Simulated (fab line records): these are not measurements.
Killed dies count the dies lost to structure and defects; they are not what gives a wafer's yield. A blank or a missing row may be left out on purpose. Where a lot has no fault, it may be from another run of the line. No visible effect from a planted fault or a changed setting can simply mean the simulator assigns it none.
fab line records -- flow nand-harc
record: lots: 6, wafers: 18, last-day: 31
route steps=1302 shown P_GATE@202 P_CONTACT@217 END@1302
lots untouched by any fault: they come from a run of this same line in which no faults occurred
start-h: hours from the record's opening day to when the first of the lot's shown wafers began -- wait-h: how many hours have passed since the lot's step before this one -- " the same as in the row above -- L1.1+2: a row that stands for several wafers -- - value missing, or start not given -- * or withheld: withheld -- < > ~ a bound
route shown NAME@n: a module of which the file shows steps, and the number in the route of the first -- usual: mean/standard deviation of fault-free wafers -- same: alike in all rows -- chamber/n: place in a boat -- sites: per-site readings -- _std_site: how widely they spread, as a standard deviation -- _edge_site: inner sites' mean taken away from outer sites' mean -- radius-mm: how far each site lies from the wafer's centre -- mask NAME#n: copy n -- behind: tool/chamber where the wafer was last shaped -- hold: why the lot went on hold/how many hours it stayed there/how the hold came to an end -- device: the transistor (n, p or np) that didn't switch -- end of line: at the end of the route, the tests of the same wafers -- where a step has no rows: the recipe by itself -- killed: the dies lost at the first sort to structure and to defects; this is not the yield of the wafer -- map: dies across one wafer; x = killed, . = not, _ = none there
set.NAME: the setting that was run; set.NAME@STEP: the one run at that earlier step -- model.NAME: the simulator's own value behind a step, which no gauge read
a table for each step, a row for each wafer; lots at some steps of the route
services: a tool's chamber out of use, with start hour (start-h, from the record's first day; less than 0 if before it), hours out, and reason
== steps ==
step: NHARC_P_GATE_DESCUM_93
recipe: time-s: 3, o2-flow-sccm: 200, ar-flow-sccm: 0, bias-power-w: 0, chemistry: O2
usual: drypump-motor-current-A: 5.8/0.45, oes-product-au: 0.998/0.0072, rf-vpp-V: 57.9/0.8, showerhead-plenum-p-Torr: 1.95/0.083, throttle-valve-pct: 11.311/0.009
lot.wafer,tool,chamber,start-h,wait-h,drypump-motor-current-A,oes-product-au,rf-hours-counter-h,rf-vpp-V,showerhead-plenum-p-Torr,throttle-valve-pct
L164.1,rie-diel-04,0,129.41,-,6.6,1.002,5.9,56.3,1.87,11.321
L164.3,rie-diel-04,2,129.41,-,6.0,1.000,6.9,58.5,1.79,11.318
L164.5,rie-diel-04,0,129.41,-,6.7,0.999,-,57.6,1.87,11.318
L170.1,rie-diel-03,2,189.10,-,5.0,1.022,3.6,58.6,1.92,11.310
L170.3,rie-diel-03,3,189.10,-,5.6,1.007,3.1,57.4,1.89,11.306
L170.5,rie-diel-03,1,189.10,-,6.2,1.000,-,58.4,1.89,11.308
L173.3,rie-diel-04,3,223.54,-,5.6,0.993,0.5,58.2,1.92,11.304
L173.4,rie-diel-04,1,223.54,-,5.5,0.982,0.5,58.8,2.04,11.311
L173.1,rie-diel-04,2,223.54,-,6.0,0.987,0.5,57.5,1.79,11.327
L174.1,rie-diel-04,3,227.35,-,5.6,0.988,1.5,58.3,1.92,11.319
L174.3,rie-diel-04,1,227.35,-,5.5,0.982,1.0,57.9,2.04,11.313
L174.4,rie-diel-04,2,227.35,-,6.0,0.993,1.0,56.1,1.79,11.318
L175.1,rie-diel-04,3,241.76,-,5.6,0.995,1.9,58.1,1.92,11.314
L175.4,rie-diel-04,0,241.76,-,6.6,0.989,1.9,57.4,1.87,11.322
L175.3,rie-diel-04,1,241.76,-,5.5,0.981,1.4,58.6,2.04,11.288
L178.2,rie-diel-05,0,275.42,-,5.4,0.998,2.3,58.1,2.01,11.311
L178.1,rie-diel-05,1,275.42,-,6.0,0.988,2.3,58.3,1.91,11.291
L178.5,rie-diel-05,1,275.42,-,6.0,0.994,-,57.5,1.91,11.315
step: NHARC_P_GATE_IMPLANT_94
recipe: energy-kev: 60, dose-cm2: 2e+15, tilt-deg: 7
step: NHARC_P_GATE_STRIP_113
recipe: power-w: 1500, temp-c: 110, time-s: 740, chemistry: N2/H2
usual: drypump-motor-current-A: 5.9/0.5, heater-power-w: 89/9.1
lot.wafer,tool,chamber,start-h,wait-h,drypump-motor-current-A,heater-power-w,rf-hours-counter-h
L164.1,plasma-asher-01,0,129.89,0.3,6.4,78,28
L164.3,plasma-asher-01,1,129.89,0.3,5.2,94,-
L164.5,plasma-asher-01,1,129.89,0.3,5.2,93,-
L170.1,plasma-asher-02,0,189.44,0.2,6.2,107,23
L170.3,plasma-asher-02,0,189.44,0.2,6.2,106,-
L170.5,plasma-asher-02,0,189.44,0.2,6.2,103,-
L173.1,plasma-asher-01,1,223.91,0.2,5.2,87,9
L173.3,plasma-asher-01,1,223.91,0.2,5.2,87,-
L173.4,plasma-asher-01,0,223.91,0.2,6.4,79,-
L174.1,plasma-asher-01,0,227.84,0.3,6.4,77,10
L174.3,plasma-asher-01,1,227.84,0.3,5.2,84,-
L174.4,plasma-asher-01,0,227.84,0.3,6.4,81,-
L175.1,plasma-asher-01,1,242.13,0.2,5.2,88,13
L175.3,plasma-asher-01,1,242.13,0.2,5.2,85,-
L175.4,plasma-asher-01,0,242.13,0.2,6.4,84,-
L178.2,plasma-asher-01,0,275.78,0.2,6.4,78,22
L178.1,plasma-asher-01,1,275.78,0.2,5.2,85,22
L178.5,plasma-asher-01,0,275.78,0.2,6.4,80,-
step: NHARC_P_GATE_STRIP_95
recipe: power-w: 1500, temp-c: 250, chemistry: O2
usual: drypump-motor-current-A: 5.9/0.5, heater-power-w: 335/33
lot.wafer,tool,chamber,start-h,wait-h,drypump-motor-current-A,heater-power-w,rf-hours-counter-h
L164.1,plasma-asher-01,0,130.51,0.5,6.4,302,29
L164.3,plasma-asher-01,1,130.51,0.5,5.2,352,-
L164.5,plasma-asher-01,1,130.51,0.5,5.2,351,-
L170.1,plasma-asher-02,0,190.15,0.6,6.2,382,24
L170.3,plasma-asher-02,0,190.15,0.6,6.3,386,-
L170.5,plasma-asher-02,0,190.15,0.6,6.2,390,-
L173.1,plasma-asher-01,1,224.63,0.6,5.2,333,10
L173.3,plasma-asher-01,1,224.63,0.6,5.2,330,-
L173.4,plasma-asher-01,0,224.63,0.6,6.4,295,-
L174.1,plasma-asher-01,0,228.44,0.5,6.4,298,11
L174.3,plasma-asher-01,1,228.44,0.5,5.2,330,-
L174.4,plasma-asher-01,0,228.44,0.5,6.4,304,-
L175.1,plasma-asher-01,1,242.85,0.6,5.2,322,14
L175.3,plasma-asher-01,1,242.85,0.6,5.2,322,-
L175.4,plasma-asher-01,0,242.85,0.6,6.4,303,-
L178.2,plasma-asher-01,0,276.51,0.6,6.4,301,23
L178.1,plasma-asher-01,1,276.51,0.6,5.2,321,23
L178.5,plasma-asher-01,0,276.51,0.6,6.4,302,-
step: NHARC_P_GATE_STRIP_96
recipe: time-s: 900, temp-c: 130, chemistry: SPM
step: NHARC_P_GATE_RTA_64
recipe: temp-c: 1050, time-s: 1
step: NHARC_P_GATE_ETCH_77
recipe: target-depth-a: 60, chemistry: dHF, material: SiO2
step: NHARC_P_GATE_DEGAS_109
recipe: temp-c: 300, time-s: 60
usual: heater-power-w: 464/41
lot.wafer,tool,chamber,start-h,wait-h,heater-power-w
L164.3,pvd-sputter-03,-,131.37,0.1,505
L164.1,pvd-sputter-03,-,131.37,0.1,453
L164.5,pvd-sputter-03,-,131.37,0.1,440
L170.3,pvd-sputter-03,-,191.02,0.1,435
L170.1,pvd-sputter-03,-,191.02,0.1,484
L170.5,pvd-sputter-03,-,191.02,0.1,434
L173.1,pvd-sputter-01,-,225.50,0.1,474
L173.3,pvd-sputter-01,-,225.50,0.1,490
L173.4,pvd-sputter-01,-,225.50,0.1,399
L174.1,pvd-sputter-02,-,229.30,0.1,419
L174.4,pvd-sputter-02,-,229.30,0.1,373
L174.3,pvd-sputter-02,-,229.30,0.1,439
L175.1,pvd-sputter-03,-,243.74,0.1,539
L175.3,pvd-sputter-03,-,243.74,0.1,503
L175.4,pvd-sputter-03,-,243.74,0.1,419
L178.1,pvd-sputter-01,-,277.37,0.1,401
L178.2,pvd-sputter-01,-,277.37,0.1,504
L178.5,pvd-sputter-01,-,277.37,0.1,455
step: NHARC_P_GATE_PRE_CLEAN_110
recipe: time-s: 30, bias-v: 200, gas: Ar
step: NHARC_P_GATE_SPUTTER_78
recipe: target-thk-a: 100, material: Ni
step: NHARC_P_GATE_SPUTTER_79
recipe: target-thk-a: 100, material: TiN
step: NHARC_P_GATE_RTA_80
recipe: temp-c: 300, time-s: 30
step: NHARC_P_GATE_STRIP_67
recipe: time-s: 600, temp-c: 130, chemistry: SPM
lot.wafer,tool,chamber,start-h,wait-h
L164.1+5+3,wet-bench-07,"0,2,4",132.05,0.3
L170.3+5+1,wet-bench-09,"4,6,7",191.52,0.1
L173.4+1+3,wet-bench-07,"3,4,5",226.04,0.1
L174.4+1+3,wet-bench-09,"1,3,5",229.79,0.1
L175.3+1+4,wet-bench-09,"3,6,7",244.25,0.1
L178.1+2+5,wet-bench-07,"3,5,6",277.90,0.2
step: NHARC_P_GATE_RTA_82
recipe: temp-c: 450, time-s: 30
step: NHARC_P_GATE_INSPECT_68
usual: raw-defect-count: 211/87
lot.wafer,tool,chamber,start-h,wait-h,raw-defect-count
L164.1,defect-inspect-01,-,132.50,0.2,352
L164.3,defect-inspect-01,-,132.50,0.2,259
L164.5,defect-inspect-01,-,132.50,0.2,315
L170.1,defect-inspect-01,-,191.97,0.2,105
L170.3,defect-inspect-01,-,191.97,0.2,175
L170.5,defect-inspect-01,-,191.97,0.2,174
L173.1,defect-inspect-01,-,226.47,0.2,161
L173.3,defect-inspect-01,-,226.47,0.2,135
L173.4,defect-inspect-01,-,226.47,0.2,260
L174.1,defect-inspect-02,-,230.25,0.2,452
L174.3,defect-inspect-02,-,230.25,0.2,423
L174.4,defect-inspect-02,-,230.25,0.2,539
L175.1,defect-inspect-01,-,244.70,0.2,557
L175.3,defect-inspect-01,-,244.70,0.2,502
L175.4,defect-inspect-01,-,244.70,0.2,661
L178.1,defect-inspect-01,-,278.35,0.2,161
L178.2,defect-inspect-01,-,278.35,0.2,281
L178.5,defect-inspect-01,-,278.35,0.2,182
step: NHARC_P_CONTACT_DEP_30
recipe: target-thk-a: 300, temp-c: 400, target-thk-nm: 30, flow-sccm: 200, rf-w: 450, material: SiNx
usual: heater-power-w: 712/88
lot.wafer,tool,chamber,start-h,wait-h,heater-power-w
L164.1,pecvd-03,0,132.60,0.1,660
L164.3,pecvd-03,1,132.60,0.1,820
L164.5,pecvd-03,2,132.60,0.1,683
L170.3,pecvd-02,2,192.04,0.1,701
L170.1,pecvd-02,0,192.04,0.1,593
L170.5,pecvd-02,2,192.04,0.1,704
L173.1,pecvd-04,0,226.58,0.1,752
L173.3,pecvd-04,1,226.58,0.1,792
L173.4,pecvd-04,2,226.58,0.1,568
L174.1,pecvd-04,2,230.31,0.1,607
L174.3,pecvd-04,0,230.31,0.1,638
L174.4,pecvd-04,0,230.31,0.1,639
L175.3,pecvd-03,0,244.80,0.1,726
L175.1,pecvd-03,1,244.80,0.1,891
L175.4,pecvd-03,2,244.80,0.1,637
L178.1,pecvd-03,2,278.46,0.1,710
L178.2,pecvd-03,0,278.46,0.1,713
L178.5,pecvd-03,2,278.46,0.1,753
step: NHARC_END_SORT_01
recipe: temp-c: 25
usual: killed-at-array: 61/22, killed-at-other: 0.8/1, killed-at-periphery: 3.8/2.3, killed-dies: 66/22, killed-open: 3.2/1.9, killed-short: 2.8/1.8
same: gross-dies: 677
lot.wafer,tool,chamber,start-h,wait-h,killed-at-array,killed-at-other,killed-at-periphery,killed-dies,killed-open,killed-short
L164.1,prober-02,0,589.87,2.5,76,0,3,79,3,1
L164.3,prober-02,0,591.47,3.1,100,2,1,103,2,4
L164.5,prober-02,0,593.06,3.7,97,0,2,99,5,1
L170.1,prober-01,0,644.24,2.5,87,0,12,99,3,4
L170.3,prober-01,0,645.86,3.1,94,1,8,103,9,2
L170.5,prober-01,0,647.48,3.7,84,0,6,90,4,6
L174.1,prober-02,0,658.06,2.5,54,1,71,126,4,3
L174.3,prober-02,0,659.67,3.1,60,0,43,103,6,5
L174.4,prober-02,0,660.47,3.4,53,0,68,121,4,2
L175.1,prober-02,0,696.44,2.5,86,2,73,161,7,4
L175.3,prober-02,0,697.99,3.1,66,1,69,136,4,2
L175.4,prober-02,0,698.76,3.3,85,0,60,145,4,2
L178.1,prober-01,0,729.67,2.5,87,1,2,90,0,3
L178.2,prober-01,0,730.48,2.8,73,0,4,77,3,4
L178.5,prober-01,0,732.89,3.7,94,2,2,98,2,0
killed by level:class
L164.1 A_CHANNEL_HOLE_D1:chamber-film-flake=27 A_CHANNEL_HOLE_D2:chamber-film-flake=20 A_SLIT:chamber-film-flake=18 A_CONTACT:chamber-film-flake=3 A_BONDPAD:chamber-film-flake=3 A_STAIRCASE:chamber-film-flake=2 P_M0:geometric-particle:open=1 P_M1:geometric-particle:open=1
L164.3 A_CHANNEL_HOLE_D2:chamber-film-flake=37 A_CHANNEL_HOLE_D1:chamber-film-flake=32 A_SLIT:chamber-film-flake=16 A_STAIRCASE:chamber-film-flake=4 A_BONDPAD:chamber-film-flake=3 A_M0:geometric-particle:short=2 A_DECK1_JOINT:chamber-film-flake=2 A_ONON_D1:geometric-particle:open=1
L164.5 A_CHANNEL_HOLE_D2:chamber-film-flake=33 A_CHANNEL_HOLE_D1:chamber-film-flake=30 A_SLIT:chamber-film-flake=24 A_CONTACT:chamber-film-flake=3 P_M0:geometric-particle:open=1 A_DECK1_JOINT:geometric-particle:open=1 A_CHANNEL_FILL_D2:geometric-particle:open=1 P_ZERO_WELL:chamber-film-flake=1
L170.1 A_SLIT:chamber-film-flake=32 A_CHANNEL_HOLE_D1:chamber-film-flake=25 A_CHANNEL_HOLE_D2:chamber-film-flake=19 P_ZERO_WELL:chamber-film-flake=7 P_GATE:chamber-film-flake=4 A_ONON_D2:geometric-particle:short=2 A_CONTACT:chamber-film-flake=2 P_CONTACT:geometric-particle:open=1
L170.3 A_CHANNEL_HOLE_D1:chamber-film-flake=28 A_CHANNEL_HOLE_D2:chamber-film-flake=28 A_SLIT:chamber-film-flake=22 A_CONTACT:chamber-film-flake=5 A_STAIRCASE:chamber-film-flake=3 P_M1:geometric-particle:open=2 A_WL_FILL:geometric-particle:open=2 P_ZERO_WELL:chamber-film-flake=2
L170.5 A_SLIT:chamber-film-flake=25 A_CHANNEL_HOLE_D2:chamber-film-flake=23 A_CHANNEL_HOLE_D1:chamber-film-flake=21 A_STAIRCASE:chamber-film-flake=3 A_CHANNEL_FILL_D1:geometric-particle:short=2 P_GATE:chamber-film-flake=2 A_CHANNEL_FILL_D1:chamber-film-flake=2 A_DECK1_JOINT:chamber-film-flake=2
L174.1 P_GATE:unspecified=68 A_SLIT:chamber-film-flake=25 A_CHANNEL_HOLE_D1:chamber-film-flake=8 A_CONTACT:chamber-film-flake=5 A_CONTACT:geometric-particle:open=2 P_ZERO_WELL:chamber-film-flake=2 A_ZERO_WELL:chamber-film-flake=2 A_CHANNEL_HOLE_D2:chamber-film-flake=2
L174.3 P_GATE:unspecified=42 A_SLIT:chamber-film-flake=24 A_CHANNEL_HOLE_D1:chamber-film-flake=7 A_ZERO_WELL:chamber-film-flake=5 A_CONTACT:chamber-film-flake=4 A_CHANNEL_FILL_D2:geometric-particle:open=3 A_STAIRCASE:chamber-film-flake=3 A_CHANNEL_FILL_D1:geometric-particle:short=2
L174.4 P_GATE:unspecified=65 A_SLIT:chamber-film-flake=31 A_CHANNEL_HOLE_D1:chamber-film-flake=4 A_ZERO_WELL:chamber-film-flake=3 A_CONTACT:chamber-film-flake=3 A_M1:chamber-film-flake=3 A_M0:geometric-particle:open=2 A_STAIRCASE:chamber-film-flake=2
L175.1 P_GATE:unspecified=70 A_SLIT:chamber-film-flake=35 A_CHANNEL_HOLE_D1:chamber-film-flake=32 A_CONTACT:chamber-film-flake=6 A_STAIRCASE:chamber-film-flake=2 A_M0:chamber-film-flake=2 P_CONTACT:geometric-particle:open=1 P_M1:geometric-particle:open=1
L175.3 P_GATE:unspecified=65 A_CHANNEL_HOLE_D1:chamber-film-flake=30 A_SLIT:chamber-film-flake=21 A_WL_FILL:chamber-film-flake=3 A_CONTACT:chamber-film-flake=3 P_GATE:chamber-film-flake=2 A_STAIRCASE:chamber-film-flake=2 P_GATE:geometric-particle:open=1
L175.4 P_GATE:unspecified=55 A_SLIT:chamber-film-flake=38 A_CHANNEL_HOLE_D1:chamber-film-flake=35 A_CONTACT:chamber-film-flake=4 P_GATE:geometric-particle:open=1 P_CONTACT:geometric-particle:short=1 A_CHANNEL_HOLE_D1:geometric-particle:short=1 A_CHANNEL_HOLE_D2:geometric-particle:open=1
L178.1 A_CHANNEL_HOLE_D1:chamber-film-flake=42 A_SLIT:chamber-film-flake=20 A_CHANNEL_HOLE_D2:chamber-film-flake=17 A_CONTACT:chamber-film-flake=3 P_CONTACT:chamber-film-flake=2 A_CHANNEL_FILL_D1:geometric-particle:short=1 A_WL_FILL:geometric-particle:short=1 A_M0:geometric-particle:short=1
L178.2 A_CHANNEL_HOLE_D1:chamber-film-flake=34 A_SLIT:chamber-film-flake=12 A_CHANNEL_HOLE_D2:chamber-film-flake=8 A_CONTACT:chamber-film-flake=5 A_BLC:chamber-film-flake=3 P_CONTACT:chamber-film-flake=2 P_BONDPAD:chamber-film-flake=2 A_STAIRCASE:chamber-film-flake=2
L178.5 A_CHANNEL_HOLE_D1:chamber-film-flake=36 A_SLIT:chamber-film-flake=28 A_CHANNEL_HOLE_D2:chamber-film-flake=16 A_STAIRCASE:chamber-film-flake=3 A_WL_FILL:chamber-film-flake=3 A_CONTACT:chamber-film-flake=3 THIN_TSV:chamber-film-flake=2 P_M0:geometric-particle:open=1
map L174.1 (x killed, . not)
____________.____________
_________......._________
_______..........._______
______.............______
_____.............x._____
____...............x.____
____.................____
___..x.x..x.........x.___
___.....xxx.......x...___
__...x.................__
__..x.x....xx..........__
_.x....................._
_................x......_
_xxxxx.................._
_xxxxx............x....._
_.xxxxx.........x......._
xxxxxxxx.................
xxxxxxxx.................
xxxxxx.................x.
xxxxxxxx.............x...
xxxxxxxx............x..x.
_xxxxx.......x........x._
_.xxxxx.........x......._
_x.xxx..........x......._
_...x..................._
_....x.........xx....x.._
__.....................__
__....x................__
___..x............x...___
___x.xx..x............___
____.x.xxx...........____
____xxxxxx...........____
_____xxxx..........._____
______x.x..........______
_______xx........._______
_________x...x.._________
____________.____________
map L175.1 (x killed, . not)
____________x____________
_________......._________
_______.....x...x._______
______...x..x......______
_____x...x.........._____
____..xxx.x..........____
____x.xx.............____
___....xxx.x..........___
___....xxxx...........___
__...xxxxx.............__
__..x..xxxx............__
_....x.xx...x......x...._
_........x......x...x..._
_.................xxxx.._
_......x.........xxxxxx._
_................xxxxxxx_
...x..............xxxxxx.
.............x...xxxxxxx.
................xxxxxxx..
.................xxxxxxxx
..x.....x.......xxxxxxxxx
_...x............xxxxxxx_
_.....x...xx....xxxxxxxx_
_......xx.x......xxxx..._
_......xxxxx.x.......x.x_
_....xxxxxxx.x.........._
__....x.xx.x...x.......__
__......xxx............__
___...x.xx.x..........___
___.....xx............___
____...x....x........____
____.....x........x..____
_____..............._____
______.......x.....______
_______..x........_______
_________......._________
____________.____________
== services ==
tool,chamber,start-h,hours,kind
pvd-sputter-02,-,111.05,1.6,repair
rie-diel-03,-,114.41,9.0,pm
pecvd-04,-,127.92,13.0,pm
rie-diel-03,0,135.67,5.0,repair
pecvd-02,-,149.15,0.3,repair
wet-bench-07,-,160.00,8.0,pm
pecvd-04,1,163.69,4.2,repair
plasma-asher-01,-,165.00,9.0,pm
pvd-sputter-03,-,170.00,10.0,pm
pecvd-03,-,173.08,2.4,repair
wet-bench-09,-,176.80,8.0,pm
rie-diel-04,-,177.90,9.0,pm
pecvd-03,-,185.00,13.0,pm
pvd-sputter-03,-,193.04,1.6,repair
rie-diel-04,-,202.13,0.5,repair
plasma-asher-02,-,222.32,1.9,repair
pvd-sputter-01,-,226.00,10.0,pm
pecvd-02,-,227.29,13.0,pm
rie-diel-05,-,229.60,9.0,pm
pvd-sputter-02,-,239.32,1.3,repair
plasma-asher-02,-,249.00,9.0,pm
plasma-asher-01,-,264.48,3.5,repair
pvd-sputter-01,-,267.30,2.8,repair
pecvd-04,1,271.63,17.4,repair
== key ==
first-sign: step: NHARC_P_GATE_INSPECT_68, reading: raw-defect-count, direction: up, sigmas: 3.6, usual: 211, struck: 522
effect: step: NHARC_END_SORT_01, reading: killed-at-periphery, direction: up, sigmas: 26, usual: 3.8, struck: 64
more-kills-born-at: NHARC_P_GATE_STRIP_67@wet-bench-09: 365
met-at NHARC_P_GATE_STRIP_67
struck-wafers L174.1,L174.3,L174.4,L175.1,L175.3,L175.4
tester-left-out L174,L175
onset-between 191.52 229.79
also-fits NHARC_P_GATE_DESCUM_93:rie-diel-04
fault: kind: chamber-particle-source, tool: wet-bench-09, chamber: -, onset-h: 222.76, steps: NHARC_P_GATE_STRIP_67, rate-per-visit-cm2: 0.49586, end-h: 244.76
tester-left-out: of these lots the tester's yield and bins aren't shown, on N5 and GAA mostly nor the transistor test; their killed dies are dies lost to structure and defects alone, not to doping, threshold or leakage, so they don't give the yield
